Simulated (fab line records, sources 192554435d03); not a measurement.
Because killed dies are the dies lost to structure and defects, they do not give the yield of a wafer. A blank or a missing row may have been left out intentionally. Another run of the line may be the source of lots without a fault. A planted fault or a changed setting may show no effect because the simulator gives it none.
The tool behind it: which one? :: flow n5 finfet :: 24 lots, 72 wafers sampled, at 2 steps of a route of 1938

WHAT THE GAUGES SHOWED, per wafer
N5_BEOL_M4_CD_MEAS_11: the cd target is 16.79 nm. Usual: cd nm reads 16.81 nm (standard deviation 0.24).
lot: L074
measured: day 7 23:59
on: cd sem-01
cd nm (nm): 17.02 16.85 16.98
flag: 

lot: L075
measured: day 8 21:14
on: cd sem-02
cd nm (nm): 16.95 16.61 16.90
flag: 

lot: L076
measured: day 9 01:07
on: cd sem-02
cd nm (nm): 16.93 16.77 16.83
flag: 

lot: L077
measured: day 9 07:30
on: cd sem-01
cd nm (nm): 17.00 17.11 16.95
flag: 

lot: L078
measured: day 9 10:14
on: cd sem-03
cd nm (nm): 16.82 16.67 16.69
flag: 

lot: L079
measured: day 9 11:55
on: cd sem-03
cd nm (nm): 16.81 16.92 16.83
flag: 

lot: L082
measured: day 10 12:13
on: cd sem-01
cd nm (nm): 16.55 16.77 16.64
flag: 

lot: L083
measured: day 10 16:43
on: cd sem-03
cd nm (nm): 16.99 16.69 16.76
flag: 

lot: L081
measured: day 10 17:29
on: cd sem-02
cd nm (nm): 16.71 16.58 16.68
flag: 

lot: L080
measured: day 11 10:04
on: cd sem-03
cd nm (nm): 16.93 16.45 16.55
flag: 

lot: L084
measured: day 11 11:39
on: cd sem-01
cd nm (nm): 16.64 16.87 16.67
flag: 

lot: L085
measured: day 11 17:25
on: cd sem-02
cd nm (nm): 16.70 16.77 16.91
flag: 

lot: L088
measured: day 11 20:47
on: cd sem-02
cd nm (nm): 16.75 16.78 16.43
flag: 

lot: L087
measured: day 12 05:17
on: cd sem-03
cd nm (nm): 16.47 16.84 16.49
flag: 

lot: L086
measured: day 12 19:10
on: cd sem-02
cd nm (nm): 16.77 17.19 17.22
flag: 

lot: L089
measured: day 13 00:04
on: cd sem-02
cd nm (nm): 17.23 17.01 17.02
flag: 

lot: L091
measured: day 13 05:13
on: cd sem-02
cd nm (nm): 16.63 16.50 17.15
flag: 

lot: L090
measured: day 13 09:25
on: cd sem-02
cd nm (nm): 17.01 16.99 16.63
flag: 

lot: L093
measured: day 13 19:56
on: cd sem-03
cd nm (nm): 16.86 17.15 16.79
flag: 

lot: L092
measured: day 14 01:08
on: cd sem-02
cd nm (nm): 16.33 16.71 17.06
flag: 

lot: L094
measured: day 14 10:58
on: cd sem-03
cd nm (nm): 17.13 17.41 16.70
flag: 

lot: L096
measured: day 14 11:40
on: cd sem-02
cd nm (nm): 16.71 16.48 16.77
flag: 

lot: L095
measured: day 14 17:05
on: cd sem-02
cd nm (nm): 16.94 16.90 16.97
flag: 

lot: L097
measured: day 14 17:19
on: cd sem-02
cd nm (nm): 17.33 16.89 16.97
flag: 

WHAT TOOL EACH LOT RAN ON (gives the tool, then ch and the chambers of the sampled wafers, and finally the start)
lot: L074
N5_BEOL_M3_SPUTTER_48: pvd sputter-02, day 7 20:17

lot: L075
N5_BEOL_M3_SPUTTER_48: pvd sputter-01, day 8 17:05

lot: L076
N5_BEOL_M3_SPUTTER_48: pvd sputter-01, day 8 21:31

lot: L077
N5_BEOL_M3_SPUTTER_48: pvd sputter-01, day 9 03:27

lot: L078
N5_BEOL_M3_SPUTTER_48: pvd sputter-03, day 9 03:42

lot: L079
N5_BEOL_M3_SPUTTER_48: pvd sputter-02, day 9 07:41

lot: L082
N5_BEOL_M3_SPUTTER_48: pvd sputter-01, day 10 08:16

lot: L083
N5_BEOL_M3_SPUTTER_48: pvd sputter-01, day 10 10:14

lot: L081
N5_BEOL_M3_SPUTTER_48: pvd sputter-02, day 10 13:38

lot: L080
N5_BEOL_M3_SPUTTER_48: pvd sputter-02, day 10 22:34

lot: L084
N5_BEOL_M3_SPUTTER_48: pvd sputter-03, day 11 07:22

lot: L085
N5_BEOL_M3_SPUTTER_48: pvd sputter-01, day 11 12:23

lot: L088
N5_BEOL_M3_SPUTTER_48: pvd sputter-01, day 11 15:15

lot: L087
N5_BEOL_M3_SPUTTER_48: pvd sputter-01, day 12 01:10

lot: L086
N5_BEOL_M3_SPUTTER_48: pvd sputter-03, day 12 13:22

lot: L089
N5_BEOL_M3_SPUTTER_48: pvd sputter-02, day 12 18:08

lot: L091
N5_BEOL_M3_SPUTTER_48: pvd sputter-03, day 12 22:10

lot: L090
N5_BEOL_M3_SPUTTER_48: pvd sputter-01, day 13 05:38

lot: L093
N5_BEOL_M3_SPUTTER_48: pvd sputter-02, day 13 15:52

lot: L092
N5_BEOL_M3_SPUTTER_48: pvd sputter-02, day 13 17:42

lot: L094
N5_BEOL_M3_SPUTTER_48: pvd sputter-01, day 14 06:42

lot: L096
N5_BEOL_M3_SPUTTER_48: pvd sputter-02, day 14 07:15

lot: L095
N5_BEOL_M3_SPUTTER_48: pvd sputter-01, day 14 11:36

lot: L097
N5_BEOL_M3_SPUTTER_48: pvd sputter-02, day 14 11:48
- N5_BEOL_M3_SPUTTER_48: material Cu, target thk 4.5 nm, time 8.29 s.

WHAT THE TOOLS THEMSELVES READ (means of the sampled wafers that have a number; where no wafer has one, the mark that the record gives instead)
N5_BEOL_M3_SPUTTER_48. Usual: throttle valve pct reads 29.6 % (standard deviation 0.85).
lot: L074
tool: pvd sputter-02
throttle valve pct (%): 29.9
flag: 

lot: L075
tool: pvd sputter-01
throttle valve pct (%): 28.7
flag: 

lot: L076
tool: pvd sputter-01
throttle valve pct (%): 30.6
flag: 

lot: L077
tool: pvd sputter-01
throttle valve pct (%): 29.4
flag: 

lot: L078
tool: pvd sputter-03
throttle valve pct (%): 28.9
flag: 

lot: L079
tool: pvd sputter-02
throttle valve pct (%): 29.8
flag: 

lot: L082
tool: pvd sputter-01
throttle valve pct (%): 28.6
flag: 

lot: L083
tool: pvd sputter-01
throttle valve pct (%): 28.7
flag: 

lot: L081
tool: pvd sputter-02
throttle valve pct (%): 29.6
flag: 

lot: L080
tool: pvd sputter-02
throttle valve pct (%): 29.3
flag: 

lot: L084
tool: pvd sputter-03
throttle valve pct (%): 29.1
flag: 

lot: L085
tool: pvd sputter-01
throttle valve pct (%): 30.0
flag: 

lot: L088
tool: pvd sputter-01
throttle valve pct (%): 29.4
flag: 

lot: L087
tool: pvd sputter-01
throttle valve pct (%): 30.0
flag: 

lot: L086
tool: pvd sputter-03
throttle valve pct (%): 29.7
flag: 

lot: L089
tool: pvd sputter-02
throttle valve pct (%): 29.5
flag: 

lot: L091
tool: pvd sputter-03
throttle valve pct (%): 28.6
flag: 

lot: L090
tool: pvd sputter-01
throttle valve pct (%): 30.6
flag: 

lot: L093
tool: pvd sputter-02
throttle valve pct (%): 29.4
flag: 

lot: L092
tool: pvd sputter-02
throttle valve pct (%): 29.4
flag: 

lot: L094
tool: pvd sputter-01
throttle valve pct (%): 30.1
flag: 

lot: L096
tool: pvd sputter-02
throttle valve pct (%): 29.4
flag: 

lot: L095
tool: pvd sputter-01
throttle valve pct (%): 29.4
flag: 

lot: L097
tool: pvd sputter-02
throttle valve pct (%): 29.0
flag: 

THE ANSWER, worked out from the rows above alone
Rule: a lot is off if the mean of its wafers that have a number lies more than 3 standard deviations from the usual mean. A lot without any number at a reading at which 4 lots or more have one is off too. All remaining lots with rows at the step are treated as sound. First the gauges in route order, then the tools' own readings, where a lot's mean is used as printed above. At the first step where some lot is off, the reading lying furthest off is the one used; lots without a number count as furthest.
No lot is off at any reading shown: from this, nothing can be told.

WHAT THE SIMULATOR HAD PUT IN
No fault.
